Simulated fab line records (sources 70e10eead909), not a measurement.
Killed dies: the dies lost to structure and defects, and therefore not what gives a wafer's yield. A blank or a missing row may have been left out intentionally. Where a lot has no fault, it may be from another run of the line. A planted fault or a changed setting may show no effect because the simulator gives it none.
Chamber matching + flow nand_harc + 4 sister chambers for NHARC_A_CHANNEL_FILL_D1_CMP_10 on cmp-03
The step polishes, target thk 150 nm. 18 wafers are shown with their chamber, then 9 later ones without.

== WAFERS PAIRED WITH THEIR CHAMBERS ==
| wafer  | chamber | motor_current_A (A) | time_to_endpoint_s (s) |
|--------|---------|---------------------|------------------------|
| L074.2 | 0       | 13.2                | 14.3                   |
| L074.3 | 2       | 11.0                | 14.8                   |
| L074.5 | 2       | 11.3                | 15.9                   |
| L076.1 | 3       | 12.7                | 15.8                   |
| L076.2 | 1       | 11.8                | 16.0                   |
| L076.6 | 1       | 11.4                | 15.2                   |
| L080.1 | 2       | 11.1                | 20.1                   |
| L080.2 | 3       | 13.1                | 16.8                   |
| L080.6 | 2       | 11.0                | 18.4                   |
| L088.4 | 1       | 10.8                | 19.2                   |
| L088.5 | 3       | 12.0                | 16.1                   |
| L088.6 | 2       | 11.5                | 19.6                   |
| L089.1 | 1       | 10.9                | 16.8                   |
| L089.2 | 2       | 11.8                | 17.3                   |
| L089.3 | 0       | 12.7                | 15.2                   |
| L086.3 | 3       | 12.5                | 12.9                   |
| L086.5 | 1       | 12.0                | 16.2                   |
| L086.6 | 0       | 12.9                | 14.7                   |

SIGNATURES (means of the wafers above)
| reading            | chamber 0 | chamber 1 | chamber 2 | chamber 3 | scatter within a chamber |
|--------------------|-----------|-----------|-----------|-----------|--------------------------|
| motor_current_A    | 12.933    | 11.380    | 11.283    | 12.575    | 0.413                    |
| time_to_endpoint_s | 14.733    | 16.680    | 17.683    | 15.400    | 1.69                     |
Rule: a wafer lies at a distance from a chamber equal to the root of the sum of squares, over the readings, of (its reading less the chamber's mean, divided by the reading's scatter). If the next closest chamber is less than 2 further off than the closest, the wafer can't be placed; otherwise it belongs to the closest. The scatter: the root of (the sum of the squares of (reading less its chamber's mean) over the shown wafers, divided by (wafers less chambers)).

== WAFERS WITH NO CHAMBER GIVEN ==
| wafer  | motor_current_A (A) | time_to_endpoint_s (s) |
|--------|---------------------|------------------------|
| L094.2 | 11.3                | 19.6                   |
| L094.3 | 12.2                | 13.6                   |
| L094.6 | 11.6                | 16.9                   |
| L092.1 | 10.9                | 14.9                   |
| L092.2 | 12.7                | 13.6                   |
| L092.4 | 10.5                | 15.0                   |
| L093.3 | 11.4                | 15.3                   |
| L093.5 | 11.8                | 11.1                   |
| L093.6 | 13.1                | 13.2                   |

== CHAMBER TAKEN BY EACH ==
| wafer  | from the rows above               | in truth |
|--------|-----------------------------------|----------|
| L094.2 | can't be placed: 2 or 1           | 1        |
| L094.3 | can't be placed: 3 or 0 or 1 or 2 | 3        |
| L094.6 | can't be placed: 1 or 2 or 3      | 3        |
| L092.1 | can't be placed: 1 or 2           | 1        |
| L092.2 | can't be placed: 0 or 3           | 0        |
| L092.4 | can't be placed: 1 or 2           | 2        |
| L093.3 | can't be placed: 1 or 2           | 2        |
| L093.5 | can't be placed: 3 or 1 or 0 or 2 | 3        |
| L093.6 | can't be placed: 0 or 3           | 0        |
0 of 9 placed correctly. Unplaceable from these rows: 9, with the true chamber sitting among the candidates in 9. 0 placed wrongly.
